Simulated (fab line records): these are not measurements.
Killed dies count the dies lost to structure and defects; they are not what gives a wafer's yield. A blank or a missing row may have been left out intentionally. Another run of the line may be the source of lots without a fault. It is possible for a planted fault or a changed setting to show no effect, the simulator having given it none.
Which of the tools did it? | flow n5Finfet | 10 lots, 28 wafers sampled, at 5 steps of a route of 1938

## WHAT THE GAUGES READ, wafer by wafer
N5_BEOL_M4_RC_MEAS_101. Usual: DIBL_N 35.4 mV/V, standard deviation 2.1; DIBL_P 34.8 mV/V, standard deviation 2.6; IOFF_N 0.15 nA/um, standard deviation 0.037; IOFF_P 0.19 nA/um, standard deviation 0.037; ION_N 677 uA/um, standard deviation 16; ION_P 462 uA/um, standard deviation 9.3; SS_N 71.4 mV/dec, standard deviation 0.75; SS_P 72.9 mV/dec, standard deviation 0.77; VT_N 250 mV, standard deviation 3.7; VT_P -251 mV, standard deviation 3.5.
lot  | measured     | on        | DIBL_N (mV/V)  | DIBL_P (mV/V)  | IOFF_N (nA/um) | IOFF_P (nA/um) | ION_N (uA/um) | ION_P (uA/um) | SS_N (mV/dec)  | SS_P (mV/dec)  | VT_N (mV)   | VT_P (mV)      | flag
L154 | day 8 15:29  | prober-01 | 35.6 39.3 37.9 | 34.3 38.9 37.1 | 0.13 0.22 0.19 | 0.14 0.20 0.18 | 654 684 686   | 441 455 455   | 71.5 73.0 72.5 | 72.4 73.8 73.3 | 255 247 249 | -257 -256 -254 | 
L155 | day 8 15:54  | prober-02 | 34.8 35.0 33.1 | 32.0 32.7 30.1 | 0.13 0.14 0.11 | 0.19 0.20 0.17 | 679 682 672   | 472 478 470   | 70.9 71.0 70.0 | 72.6 72.5 72.6 | 250 249 253 | -248 -250 -251 | 
L157 | day 9 06:27  | prober-02 | 34.7 31.1 35.3 | 35.4 31.0 35.7 | 0.15 0.09 0.14 | 0.18 0.13 0.19 | 697 665 679   | 463 461 464   | 70.7 70.3 71.1 | 72.6 71.1 72.5 | 249 256 249 | -256 -256 -252 | 
L161 | day 10 10:59 | prober-01 | 35.8 36.6 36.7 | 35.1 34.8 35.7 | 0.16 0.16 0.16 | 0.19 0.19 0.20 | 697 688 690   | 474 464 471   | 71.5 71.2 71.1 | 72.5 73.1 72.8 | 246 247 247 | -249 -251 -250 | 
L163 | day 10 14:52 | prober-01 | 36.8 36.8      | 37.8 36.9      | 0.15 0.16      | 0.20 0.19      | 669 668       | 453 457       | 71.6 71.8      | 73.7 73.4      | 251 249     | -255 -253      | 
L167 | day 11 12:41 | prober-01 | 33.1 35.3      | 30.6 34.9      | 0.10 0.14      | 0.15 0.21      | 659 679       | 451 469       | 71.0 71.3      | 72.1 73.1      | 258 249     | -251 -249      | 
L171 | day 12 05:58 | prober-01 | 33.1 32.3 33.5 | 32.2 31.9 33.4 | 0.11 0.11 0.13 | 0.15 0.15 0.16 | 662 682 668   | 448 472 456   | 69.8 70.4 71.0 | 71.9 73.0 72.7 | 252 253 251 | -255 -253 -251 | 
L172 | day 12 19:44 | prober-01 | 33.2 36.7 34.9 | 32.4 37.0 35.9 | 0.11 0.16 0.14 | 0.15 0.20 0.20 | 670 692 669   | 451 469 463   | 70.2 71.6 70.1 | 72.3 73.0 73.3 | 255 251 251 | -254 -251 -251 | 
L177 | day 14 14:02 | prober-02 | 38.0 36.1 36.0 | 40.0 37.1 36.9 | 0.22 0.18 0.17 | 0.26 0.23 0.21 | 710 701 689   | 477 476 467   | 72.6 71.7 71.4 | 73.7 73.3 73.6 | 242 247 246 | -247 -250 -250 | 
L176 | day 14 15:19 | prober-01 | 35.5 32.7 35.4 | 35.0 31.9 36.6 | 0.15 0.11 0.16 | 0.23 0.18 0.25 | 676 672 688   | 468 472 474   | 71.7 70.3 71.5 | 73.1 71.7 72.9 | 254 254 249 | -243 -247 -244 | 

## WHICH TOOL RAN EACH LOT (tool, then ch and the chambers of the sampled wafers, then the start)
lot  | N5_BEOL_M4_TRENCH_ETCH_37                    | N5_BEOL_M4_CVD_47               | N5_BEOL_M4_SPUTTER_48       | N5_BEOL_M4_ANNEAL_80
L154 | rieDiel-03 ch 0,2, day 8 12:03 or earlier    | cvdCo-01 ch 1,2, day 8 12:03    | pvdSputter-02, day 8 12:22  | pvdSputter-02, day 8 12:40
L155 | rieDiel-01 ch 0,2, day 8 12:14 or earlier    | cvdCo-02 ch 0,1, day 8 12:14    | pvdSputter-01, day 8 12:30  | pvdSputter-01, day 8 12:48
L157 | rieDiel-01 ch 0,1,3, day 9 03:14 or earlier  | cvdCo-02 ch 0,1,2, day 9 03:14  | pvdSputter-02, day 9 03:26  | pvdSputter-02, day 9 03:44
L161 | rieDiel-01 ch 0,1,3, day 10 07:17 or earlier | cvdCo-01 ch 0,1,2, day 10 07:17 | pvdSputter-03, day 10 07:28 | pvdSputter-03, day 10 07:46
L163 | rieDiel-01 ch 2,3, day 10 09:55 or earlier   | cvdCo-02 ch 0,1, day 10 09:55   | pvdSputter-02, day 10 11:33 | pvdSputter-02, day 10 11:51
L167 | rieDiel-01 ch 0,2, day 11 08:10 or earlier   | cvdCo-02 ch 1,2, day 11 08:10   | pvdSputter-01, day 11 09:29 | pvdSputter-01, day 11 09:47
L171 | rieDiel-01 ch 0,2, day 12 02:46 or earlier   | cvdCo-01 ch 0,1, day 12 02:46   | pvdSputter-02, day 12 02:56 | pvdSputter-02, day 12 03:14
L172 | rieDiel-01 ch 1,2,3, day 12 16:23 or earlier | cvdCo-01 ch 0,1,2, day 12 16:23 | pvdSputter-02, day 12 16:38 | pvdSputter-02, day 12 16:56
L177 | rieDiel-01 ch 1,2, day 14 09:35 or earlier   | cvdCo-01 ch 0,1, day 14 09:35   | pvdSputter-02, day 14 09:49 | pvdSputter-02, day 14 10:07
L176 | rieDiel-05 ch 0,2,3, day 14 11:52 or earlier | cvdCo-01 ch 0,1,2, day 14 11:52 | pvdSputter-01, day 14 12:04 | pvdSputter-01, day 14 12:22
- N5_BEOL_M4_TRENCH_ETCH_37: etches SiOC in C4F6/O2, target depth 55.555 nm, time 29.2 s.
- N5_BEOL_M4_CVD_47: deposits Co from CCTBA/H2, target thk 3 nm, time 223.8 s.
- N5_BEOL_M4_SPUTTER_48: material Cu, target thk 4.5 nm, time 8.29 s.
- N5_BEOL_M4_ANNEAL_80: time 240 s.

## AS READ BY THE TOOLS THEMSELVES (means over the sampled wafers that have a number; for cases with no such wafer, the mark the record gives instead)
N5_BEOL_M4_TRENCH_ETCH_37. Usual: drypumpMotorCurrentA 5.7 A, standard deviation 0.35; oes_f_703_au 0.82 a.u., standard deviation 0.083; oesProductAu 0.82 a.u., standard deviation 0.084; rfVppV 665 V, standard deviation 11; showerheadPlenumPTorr 2.88 Torr, standard deviation 0.097; throttleValvePct 20.93 %, standard deviation 0.21.
lot  | tool       | drypumpMotorCurrentA (A) | oes_f_703_au (a.u.) | oesProductAu (a.u.) | rfVppV (V) | showerheadPlenumPTorr (Torr) | throttleValvePct (%) | flag
L154 | rieDiel-03 | 5.6                      | 0.73                | 0.74                | 658        | 2.80                         | 20.97                | 
L155 | rieDiel-01 | 6.2                      | 0.87                | 0.85                | 665        | 2.90                         | 21.08                | 
L157 | rieDiel-01 | 5.7                      | 0.86                | 0.84                | 664        | 2.95                         | 20.79                | 
L161 | rieDiel-01 | 5.7                      | 0.84                | 0.83                | 666        | 2.95                         | 20.81                | 
L163 | rieDiel-01 | 5.7                      | 0.93                | 0.93                | 664        | 2.97                         | 20.82                | 
L167 | rieDiel-01 | 6.2                      | 0.84                | 0.84                | 668        | 2.91                         | 21.11                | 
L171 | rieDiel-01 | 6.2                      | 0.85                | 0.86                | 670        | 2.91                         | 21.12                | 
L172 | rieDiel-01 | 5.7                      | 0.84                | 0.84                | 669        | 2.96                         | 20.82                | 
L177 | rieDiel-01 | 6.1                      | 0.81                | 0.83                | 676        | 2.93                         | 21.02                | 
L176 | rieDiel-05 | 5.6                      | 0.81                | 0.81                | 663        | 2.76                         | 20.99                | 

N5_BEOL_M4_CVD_47. Usual: 246.9 s for runLengthS, sd 0.74.
lot  | tool     | runLengthS (s) | flag
L154 | cvdCo-01 | 247.2          | 
L155 | cvdCo-02 | 246.0          | 
L157 | cvdCo-02 | 246.7          | 
L161 | cvdCo-01 | 247.1          | 
L163 | cvdCo-02 | 290.2          | OFF
L167 | cvdCo-02 | 289.9          | OFF
L171 | cvdCo-01 | 247.5          | 
L172 | cvdCo-01 | 247.1          | 
L177 | cvdCo-01 | 246.7          | 
L176 | cvdCo-01 | 247.2          | 

N5_BEOL_M4_SPUTTER_48. Usual: 30.6 % for throttleValvePct, sd 0.73.
lot  | tool          | throttleValvePct (%) | flag
L154 | pvdSputter-02 | 30.3                 | 
L155 | pvdSputter-01 | 31.0                 | 
L157 | pvdSputter-02 | 30.4                 | 
L161 | pvdSputter-03 | 30.1                 | 
L163 | pvdSputter-02 | 30.4                 | 
L167 | pvdSputter-01 | 30.8                 | 
L171 | pvdSputter-02 | 30.5                 | 
L172 | pvdSputter-02 | 30.5                 | 
L177 | pvdSputter-02 | 30.3                 | 
L176 | pvdSputter-01 | 31.0                 | 

N5_BEOL_M4_ANNEAL_80. Usual: 838 W for heaterPowerW, sd 55.
lot  | tool          | heaterPowerW (W) | flag
L154 | pvdSputter-02 | 827              | 
L155 | pvdSputter-01 | 851              | 
L157 | pvdSputter-02 | 815              | 
L161 | pvdSputter-03 | 871              | 
L163 | pvdSputter-02 | 892              | 
L167 | pvdSputter-01 | 846              | 
L171 | pvdSputter-02 | 872              | 
L172 | pvdSputter-02 | 847              | 
L177 | pvdSputter-02 | 835              | 
L176 | pvdSputter-01 | 824              | 

## THE ANSWER, worked out from the rows above alone
Rule: a lot is off if the mean of its wafers that have a number lies more than 3 standard deviations from the usual mean. A lot without any number at a reading at which 4 lots or more have one is off too. Any other lot the step has rows for is counted as sound. The gauges are gone through in route order, then the tools' own readings, and for those a lot's mean is taken as printed above. At the first step where some lot is off, the reading lying furthest off is the one used; lots without a number count as furthest.
Off: L163, L167, at N5_BEOL_M4_CVD_47 (runLengthS).
If a tool, at that step or one of the process steps before it, ran each lot that is off and ran no sound lot following the first of them, it fits. N5_BEOL_M4_TRENCH_ETCH_37: start missing for some lots; hours and lot order therefore follow N5_BEOL_M4_CVD_47. One candidate fits, namely cvdCo-02 at N5_BEOL_M4_CVD_47. Its last sound lot is L157 (day 9 03:14), its first lot that is off L163 (day 10 09:55): a fault that began between those two fits.
The tool's own readings at N5_BEOL_M4_CVD_47 bear it out: on the lots that are off they differ by more than 5 times the standard deviation of the sound lots' means. runLengthS reads 290.0 s there against 246.9 s on the sound lots.

## WHAT THE SIMULATOR PUT IN
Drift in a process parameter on cvdCo-02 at N5_BEOL_M4_CVD_47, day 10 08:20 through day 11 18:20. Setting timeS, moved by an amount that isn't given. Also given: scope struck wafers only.
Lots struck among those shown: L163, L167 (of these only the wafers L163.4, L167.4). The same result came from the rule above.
